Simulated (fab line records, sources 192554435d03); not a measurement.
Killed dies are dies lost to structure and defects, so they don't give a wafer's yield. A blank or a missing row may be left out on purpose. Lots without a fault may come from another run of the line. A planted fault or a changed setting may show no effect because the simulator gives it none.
Which tool did it? | flow n5_finfet | 11 lots, 30 wafers sampled, at 3 steps of a route of 1938

WHAT THE GAUGES READ, wafer by wafer
N5_PASSIVATION_OVL_MEAS_60.
lot  | measured     | on         | TV_OVL (nm)
L804 | day 13 00:10 | overlay-02 | -5 6 -8
L807 | day 13 14:04 | overlay-01 | -4 -2 2
L806 | day 13 15:10 | overlay-02 | -5 -6 2
L809 | day 13 18:28 | overlay-02 | -6 -6 -3
L812 | day 14 15:13 | overlay-02 | -7 -4 -4
L816 | day 16 02:17 | overlay-01 | 3 2 8
L820 | day 17 01:57 | overlay-02 | -7 -7 -2
L819 | day 17 06:31 | overlay-01 | 7 -5
L818 | day 17 07:27 | overlay-01 | 1 7
L821 | day 17 22:19 | overlay-01 | 1 -1
L827 | day 19 01:13 | overlay-02 | 0 -3 -3

WHICH TOOL RAN EACH LOT (tool, then ch and the chambers of the sampled wafers, then the start)
lot  | N5_MIM_TOP_ETCH_PECVD_03        | N5_PASSIVATION_PECVD_55
L804 | pecvd-04 ch 0,1,2, day 12 21:46 | pecvd-02 ch 0,1,2, day 12 23:29
L807 | pecvd-01 ch 0,1, day 13 08:43   | pecvd-03 ch 0,1,2, day 13 10:13
L806 | pecvd-01 ch 0,1, day 13 09:50   | pecvd-03 ch 0,2, day 13 11:11
L809 | pecvd-02 ch 1,2, day 13 14:39   | pecvd-01 ch 0,2, day 13 16:20
L812 | pecvd-02 ch 0,1,2, day 14 12:02 | pecvd-03 ch 0,2, day 14 13:22
L816 | pecvd-04 ch 0,1,2, day 15 21:18 | pecvd-01 ch 0,1,2, day 15 22:47
L820 | pecvd-01 ch 1,2, day 16 23:37   | pecvd-02 ch 0,1, day 17 01:04
L819 | pecvd-02 ch 0,1, day 17 03:49   | pecvd-03 ch 1,2, day 17 05:16
L818 | pecvd-01 ch 2, day 17 05:14     | pecvd-03 ch 0,1, day 17 06:52
L821 | pecvd-02 ch 2, day 17 19:32     | pecvd-03 ch 1,2, day 17 21:19
L827 | pecvd-02 ch 0,1, day 18 20:17   | pecvd-01 ch 0,1, day 18 21:57
- N5_MIM_TOP_ETCH_PECVD_03: deposits SiNx from SiH4/NH3/N2, target thk 20 nm, time 17.6 s.
- N5_PASSIVATION_PECVD_55: deposits SiO2 from SiH4/N2O, target thk 400 nm, time 22.5 s.

THE ANSWER, worked out from the rows above alone
Rule: what is usual is taken from the lots themselves. Put in order of their means at a reading, lots are off if they are a third of the lots or fewer, leave a main group of 4 or more, and stand apart from it by a gap of 3 or more times the standard deviation of the main group's means; of several such gaps the widest counts. A main group whose means are all the same, to the digits that the tables above print for the reading, isn't used. A lot without any number at a reading at which 4 lots or more have one is off too. The other lots that the step has rows for count as sound.
No lot is off at any reading shown: from this, nothing can be told.

WHAT THE SIMULATOR HAD PUT IN
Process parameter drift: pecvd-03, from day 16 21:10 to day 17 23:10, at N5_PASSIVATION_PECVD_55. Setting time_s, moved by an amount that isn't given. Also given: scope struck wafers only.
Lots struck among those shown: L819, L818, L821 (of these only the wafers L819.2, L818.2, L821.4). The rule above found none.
